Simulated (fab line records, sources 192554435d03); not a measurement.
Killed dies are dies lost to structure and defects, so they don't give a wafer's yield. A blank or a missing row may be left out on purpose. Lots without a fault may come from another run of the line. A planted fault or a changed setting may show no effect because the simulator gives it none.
Which tool did it? | flow n5_finfet | 10 lots, 30 wafers sampled, at 4 steps of a route of 1938

WHAT THE GAUGES READ, wafer by wafer
N5_BEOL_M4_RC_MEAS_101. Usual: DIBL_N 36.8 mV/V, standard deviation 1.9; DIBL_P 36.5 mV/V, standard deviation 2.1; IOFF_N 0.17 nA/um, standard deviation 0.038; IOFF_P 0.22 nA/um, standard deviation 0.039; ION_N 675 uA/um, standard deviation 12; ION_P 463 uA/um, standard deviation 7.4; SS_N 71.6 mV/dec, standard deviation 0.71; SS_P 73.4 mV/dec, standard deviation 0.72; VT_N 249 mV, standard deviation 3.3; VT_P -250 mV, standard deviation 3.3.
lot  | measured     | on        | DIBL_N (mV/V)  | DIBL_P (mV/V)  | IOFF_N (nA/um) | IOFF_P (nA/um) | ION_N (uA/um) | ION_P (uA/um) | SS_N (mV/dec)  | SS_P (mV/dec)  | VT_N (mV)   | VT_P (mV)      | flag
L862 | day 8 19:52  | prober-01 | 35.5 37.5 36.2 | 34.9 37.1 35.7 | 0.16 0.19 0.16 | 0.21 0.25 0.21 | 679 686 690   | 461 467 466   | 71.2 71.8 71.1 | 73.1 72.9 73.1 | 246 245 247 | -249 -244 -245 |
L863 | day 9 03:04  | prober-02 | 37.8 36.4 37.7 | 37.4 36.3 38.7 | 0.19 0.17 0.19 | 0.25 0.23 0.27 | 672 678 684   | 461 465 472   | 71.9 71.3 71.3 | 73.3 73.2 73.7 | 248 248 242 | -249 -247 -244 |
L864 | day 9 03:22  | prober-01 | 34.4 33.6 34.9 | 35.3 34.6 35.1 | 0.14 0.13 0.15 | 0.19 0.18 0.19 | 671 657 670   | 453 455 455   | 70.9 71.0 70.8 | 73.0 72.9 73.9 | 250 252 253 | -252 -251 -251 |
L865 | day 9 05:13  | prober-01 | 34.9 35.7 32.1 | 33.1 34.4 30.7 | 0.12 0.13 0.10 | 0.15 0.16 0.13 | 653 665 645   | 449 455 447   | 71.0 71.1 70.5 | 72.1 72.6 72.0 | 254 255 255 | -257 -255 -255 |
L870 | day 10 14:47 | prober-01 | 36.0 35.7 35.4 | 36.5 35.2 34.8 | 0.19 0.16 0.15 | 0.24 0.21 0.20 | 684 659 659   | 467 457 457   | 72.3 72.1 71.8 | 73.6 73.2 72.9 | 247 252 250 | -248 -250 -248 |
L867 | day 10 21:26 | prober-02 | 33.6 36.5 37.0 | 33.0 35.9 37.0 | 0.12 0.16 0.17 | 0.16 0.20 0.21 | 654 667 657   | 458 456 452   | 70.5 71.6 71.3 | 72.4 73.9 74.4 | 253 250 249 | -254 -252 -250 |
L872 | day 11 05:40 | prober-01 | 37.2 37.3 34.9 | 36.3 36.5 34.8 | 0.16 0.17 0.13 | 0.21 0.23 0.19 | 664 686 672   | 460 469 464   | 71.0 71.1 70.8 | 73.0 73.7 72.8 | 251 248 252 | -248 -248 -250 |
L873 | day 11 22:47 | prober-01 | 35.2 40.4 34.9 | 34.2 39.5 35.6 | 0.15 0.26 0.14 | 0.18 0.29 0.21 | 670 674 678   | 458 458 480   | 70.6 72.3 70.3 | 72.4 73.7 72.1 | 249 245 250 | -252 -247 -248 |
L878 | day 13 04:44 | prober-02 | 36.2 38.4 34.2 | 35.5 37.3 32.5 | 0.13 0.16 0.11 | 0.18 0.20 0.14 | 676 667 673   | 461 454 456   | 71.8 72.5 71.4 | 73.3 73.9 72.3 | 253 252 254 | -256 -251 -257 |
L883 | day 15 01:47 | prober-02 | 38.5 41.7 36.9 | 38.1 40.6 34.9 | 0.20 0.28 0.16 | 0.25 0.31 0.20 | 698 685 680   | 472 470 465   | 72.2 72.6 71.7 | 73.8 74.5 73.5 | 244 242 250 | -247 -245 -251 |

N5_PASSIVATION_OVL_MEAS_63. Usual: PAD_OVL -5 nm, standard deviation 6.3.
lot  | measured     | on         | PAD_OVL (nm) | flag
L862 | day 13 04:37 | overlay-01 | -10 -13 -19  |
L863 | day 13 22:34 | overlay-01 | -11 -17 -12  |
L864 | day 13 01:23 | overlay-01 | -3 -3 -2     |
L865 | day 13 17:39 | overlay-02 | -4 3 1       |
L870 | day 14 22:44 | overlay-01 | -14 -12 -8   |
L867 | day 15 05:00 | overlay-01 | -2 -8 -6     |
L872 | day 15 05:32 | overlay-01 | -7 -9 -3     |
L873 | day 15 22:49 | overlay-02 | -3 -5 2      |
L878 | day 17 03:08 | overlay-01 | -1           |
L883 | day 19 18:25 | overlay-02 | -7 1 -4      |

WHICH TOOL RAN EACH LOT (tool, then ch and the chambers of the sampled wafers, then the start)
lot  | N5_BEOL_M5_VIA_ETCH_34             | N5_PASSIVATION_SPUTTER_20
L862 | rie_diel-06 ch 0,1,2, day 9 02:26  | pvd_sputter-01, day 13 04:01
L863 | rie_diel-05 ch 0,1,2, day 9 09:10  | pvd_sputter-03, day 13 21:58
L864 | rie_diel-06 ch 0,1,3, day 9 08:46  | pvd_sputter-02, day 13 00:39
L865 | rie_diel-05 ch 0,1, day 9 13:14    | pvd_sputter-01, day 13 17:03
L870 | rie_diel-06 ch 2,3, day 11 01:55   | pvd_sputter-01, day 14 22:01
L867 | rie_diel-05 ch 0,1, day 11 07:40   | pvd_sputter-03, day 15 04:23
L872 | rie_diel-05 ch 1,2, day 11 10:21   | pvd_sputter-03, day 15 04:49
L873 | rie_diel-06 ch 0,1,3, day 12 03:28 | pvd_sputter-01, day 15 22:06
L878 | rie_diel-05 ch 1,3, day 13 09:03   | pvd_sputter-01, day 17 02:20
L883 | rie_diel-06 ch 0,1,3, day 15 13:17 | pvd_sputter-03, day 19 17:49
- N5_BEOL_M5_VIA_ETCH_34: etches SiCOH lowk in C4F6/O2, target depth 88.3 nm, time 39.2 s.
- N5_PASSIVATION_SPUTTER_20: material TaN, target thk 50 nm.

WHAT THE TOOLS THEMSELVES READ (means of the sampled wafers that have a number; where no wafer has one, the mark that the record gives instead)
N5_BEOL_M5_VIA_ETCH_34. Usual: drypump_motor_current_A 6.1 A, standard deviation 0.48; oes_product_au 0.76 a.u., standard deviation 0.094; rf_vpp_V 669 V, standard deviation 12; showerhead_plenum_p_Torr 2.83 Torr, standard deviation 0.096; throttle_valve_pct 20.91 %, standard deviation 0.26.
lot  | tool        | drypump_motor_current_A (A) | oes_product_au (a.u.) | rf_vpp_V (V) | showerhead_plenum_p_Torr (Torr) | throttle_valve_pct (%) | flag
L862 | rie_diel-06 | 6.3                         | 0.79                  | 675          | 2.79                            | 20.78                  |
L863 | rie_diel-05 | 6.1                         | 0.77                  | 665          | 2.81                            | 20.80                  |
L864 | rie_diel-06 | 6.0                         | 0.79                  | 679          | 2.86                            | 20.78                  |
L865 | rie_diel-05 | 5.9                         | 0.85                  | 673          | 2.83                            | 20.63                  |
L870 | rie_diel-06 | 6.3                         | 0.71                  | 677          | 2.79                            | 21.14                  |
L867 | rie_diel-05 | 5.9                         | 0.81                  | 672          | 2.83                            | 20.66                  |
L872 | rie_diel-05 | 6.1                         | 0.68                  | 664          | 2.75                            | 21.12                  |
L873 | rie_diel-06 | 5.9                         | 0.78                  | 679          | 2.86                            | 20.81                  |
L878 | rie_diel-05 | 5.5                         | 0.59                  | 666          | 2.75                            | 21.17                  |
L883 | rie_diel-06 | 6.0                         | 0.76                  | 678          | 2.85                            | 20.83                  |

N5_PASSIVATION_SPUTTER_20. Usual: throttle_valve_pct 29.4 %, standard deviation 0.83.
lot  | tool           | throttle_valve_pct (%) | flag
L862 | pvd_sputter-01 | 29.7                   |
L863 | pvd_sputter-03 | 30.0                   |
L864 | pvd_sputter-02 | 29.8                   |
L865 | pvd_sputter-01 | 29.3                   |
L870 | pvd_sputter-01 | 29.1                   |
L867 | pvd_sputter-03 | 29.6                   |
L872 | pvd_sputter-03 | 29.3                   |
L873 | pvd_sputter-01 | 29.2                   |
L878 | pvd_sputter-01 | 28.4                   |
L883 | pvd_sputter-03 | 29.9                   |

THE ANSWER, worked out from the rows above alone
Rule: a lot is off if the mean of its wafers that have a number lies more than 3 standard deviations from the usual mean. A lot without any number at a reading at which 4 lots or more have one is off too. The other lots that the step has rows for count as sound. The gauges are gone through in route order, then the tools' own readings, and for those a lot's mean is taken as printed above. The first step at which some lot is off is used, and at that step the reading that is off furthest; a lot without a number counts as furthest.
No lot is off at any reading shown: from this, nothing can be told.

WHAT THE SIMULATOR HAD PUT IN
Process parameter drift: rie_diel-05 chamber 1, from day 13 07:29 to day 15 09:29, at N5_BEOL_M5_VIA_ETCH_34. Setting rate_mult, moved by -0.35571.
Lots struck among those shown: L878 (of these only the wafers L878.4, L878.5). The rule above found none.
